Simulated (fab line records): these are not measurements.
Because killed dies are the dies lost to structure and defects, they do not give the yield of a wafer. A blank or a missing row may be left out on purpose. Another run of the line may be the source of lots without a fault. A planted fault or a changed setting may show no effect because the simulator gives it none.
Chamber matching + flow n5-finfet + 4 sister chambers for N5_SD_EPI_N_ETCHBACK_44 on rie-diel-03
The step etches SiNx in CH3F/O2, stops on SiO2, target depth 14.5 nm. 8 wafers are shown with their chamber, then 7 later ones without.

## EACH WAFER AND ITS CHAMBER
| wafer  | chamber | drypump-motor-current-A (A) | throttle-valve-pct (%) |
|--------|---------|-----------------------------|------------------------|
| L076.1 | 2       | 5.66                        | 16.4                   |
| L076.2 | 3       | 5.64                        | 16.8                   |
| L084.6 | 0       | 5.09                        | 16.3                   |
| L088.1 | 0       | 5.09                        | 16.3                   |
| L088.4 | 3       | 5.65                        | 16.9                   |
| L088.5 | 1       | 5.56                        | 16.4                   |
| L089.2 | 2       | 5.67                        | 15.9                   |
| L089.3 | 1       | 5.56                        | 16.4                   |

## WAFERS WITH NO CHAMBER GIVEN
| wafer  | drypump-motor-current-A (A) | throttle-valve-pct (%) |
|--------|-----------------------------|------------------------|
| L089.6 | 5.56                        | 16.4                   |
| L090.2 | 5.55                        | 16.4                   |
| L090.3 | 5.05                        | 16.3                   |
| L090.5 | 5.64                        | 15.9                   |
| L097.2 | 5.66                        | 16.0                   |
| L097.4 | 5.09                        | 16.3                   |
| L097.5 | 5.64                        | 16.4                   |

## EACH ONE'S CHAMBER
| wafer  | from the rows above     | in truth |
|--------|-------------------------|----------|
| L089.6 | 1                       | 1        |
| L090.2 | 1                       | 1        |
| L090.3 | 0                       | 0        |
| L090.5 | can't be placed: 2 or 3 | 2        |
| L097.2 | 2                       | 2        |
| L097.4 | 0                       | 0        |
| L097.5 | 3                       | 3        |
Placed correctly: 6 of 7. These rows do not allow placing 1 (true chamber among the candidates in 1). Number placed wrongly: 0.
How it was worked out, from the rows above alone: a wafer's distance from a chamber is the root of the sum, over the readings, of the square of ((its reading less the chamber's mean) divided by the reading's scatter). If the next closest chamber is less than 2 further off than the closest, the wafer can't be placed; otherwise it belongs to the closest. The mean given for a chamber averages the wafers shown for that chamber. The scatter is the square root of a quotient: the sum, over the shown wafers, of each reading's squared deviation from its chamber's mean, divided by wafers minus chambers.
